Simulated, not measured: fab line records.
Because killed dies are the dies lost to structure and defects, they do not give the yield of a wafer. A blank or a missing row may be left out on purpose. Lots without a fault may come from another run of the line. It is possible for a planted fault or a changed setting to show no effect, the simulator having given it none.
A lot that was struck, set against a sound lot :: flow nand harc :: 15 steps out of a route of 1302
Sound: the wafers L757.1, L757.3, L757.6. Struck: wafers L761.4, L761.5, L761.6. The cause is named last.
Each step with rows lists, per side, the tool, then ch with its chambers, then its first start. Under that, the readings that differ: sound wafers :: struck wafers :: difference of the means :: sigmas: that difference in standard deviations of wafers without a fault.
alike: same words and numbers on both sides, and readings whose means sit less than 2 such deviations apart. not compared: any withheld reading, any reading some wafer has no value for, any bound like >300 that may hide the same value, and any number with overlapping values for which the record gives no deviation.
The two part at a step that has a row with sigmas, a row that says differs or no value, or rows on one side only. Numbers that have no deviation but don't overlap get no sigmas and don't part them. A reading that every wafer of one side lacks parts them only if that side has two wafers or more.

NHARC_A_CONTACT_OVL_MEAS_70:
  sound on overlay-01 at day 22 16:46; struck on overlay-01 at day 24 00:21
  alike: overlay x nm, overlay y nm
NHARC_A_CONTACT_INSPECT_71:
  sound on defect inspect-01 at day 22 16:48; struck on defect inspect-01 at day 24 00:23
  alike: raw defect count
NHARC_A_CONTACT_DESCUM_74: chemistry O2, time 3 s.
  sound on rie diel-06 ch 1,3, day 22 16:52; struck on rie diel-06 ch 0,1, day 24 00:27
  alike: drypump motor current A, oes product au, rf vpp V, showerhead plenum p Torr, throttle valve pct
  not compared: rf hours counter h
then, 1 step without rows for these wafers: NHARC_A_CONTACT_ETCH_75 (etches the open film in CF4, target depth 39 nm, time 65 s).
NHARC_A_CONTACT_ETCH_76: etches the open film in N2/H2, target depth 260 nm, time 475.3 s.
  sound on rie diel-06 ch 0,1,2; struck on rie diel-06 ch 2,3
  alike: bias w, chamber pressure mTorr, drypump motor current A, oes product au, rf vpp V, showerhead plenum p Torr, throttle valve pct
  not compared: rf hours counter h
then, 3 steps without rows for these wafers: NHARC_A_CONTACT_ETCH_77 (etches the open film in CF4/CHF3, target depth 108.9 nm, time 54.5 s); NHARC_A_CONTACT_ETCH_78 (etches the open film in O2/COS, target depth 5300 nm, time 1378 s); NHARC_A_CONTACT_ETCH_124 (etches the open film in C4F8/O2/Ar, time 140 s, target depth 700 nm).
NHARC_A_CONTACT_ETCH_125: etches the open film in C4F8/O2/Ar, time 197 s, target depth 1918 nm.
  sound on har cap etch-02 ch 0,1, day 22 18:36; struck on har cap etch-02 ch 0,1, day 24 02:14
  alike: chamber pressure mTorr, oes air line au
  not compared: rf hours counter h
NHARC_A_CONTACT_ETCH_126: etches the open film in C4F8/O2/Ar, time 197 s, target depth 1918 nm.
  sound on har cap etch-02 ch 0,1, day 22 18:47; struck on har cap etch-02 ch 0,1, day 24 02:25
  alike: chamber pressure mTorr, oes air line au
  not compared: rf hours counter h
then, 1 step without rows for these wafers: NHARC_A_CONTACT_ETCH_127 (etches the open film in C4F8/O2/Ar, time 197 s, target depth 1918 nm).
NHARC_A_CONTACT_ETCH_128: etches the open film in C4F8/O2/Ar, time 197 s, target depth 1918 nm.
  sound on har cap etch-02 ch 0,1, day 22 19:08; struck on har cap etch-02 ch 0,1, day 24 02:46
  alike: chamber pressure mTorr, oes air line au
  not compared: rf hours counter h
NHARC_A_CONTACT_ETCH_129: etches the open film in C4F8/O2/Ar, time 197 s, target depth 1918 nm.
  sound on har cap etch-02 ch 0,1, day 22 19:19; struck on har cap etch-02 ch 0,1, day 24 02:57
  no value came back on the struck wafers for chamber pressure mTorr (mTorr), oes air line au (a.u.); on the sound wafers chamber pressure mTorr (mTorr) reads 20.008 20.006 19.978
  not compared: rf hours counter h
then, 1 step without rows for these wafers: NHARC_A_CONTACT_ETCH_130 (etches the open film in C4F8/O2/Ar, time 197 s, target depth 1918 nm).
-- the record jumps here: 3 days lie between the struck wafers' starts before and after (it left off in module A_CONTACT and takes up again in module END, whose first step shown is number 1302 of the route) --
NHARC_END_SORT_01:
  sound on prober-02 ch 0, day 25 13:41; struck on prober-02 ch 0, day 26 20:35
reading: killed at array
sound: 48 50 45
struck: 673 672 673
difference: +625
sigmas: +33

reading: killed dies
sound: 51 52 47
struck: 677 677 677
difference: +627
sigmas: +31

reading: killed open
sound: 2 1 2
struck: 4 6 6
difference: +4
sigmas: +2
  alike: killed at other, killed at periphery, killed short

== WHERE THEY PART ==
Earliest at NHARC_A_CONTACT_ETCH_129; latest, in this record, at NHARC_END_SORT_01.

WHY: what had been put in by the simulator
Entire step skipped (har cap etch-02, NHARC_A_CONTACT_ETCH_129), from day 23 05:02 onward. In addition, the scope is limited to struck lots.
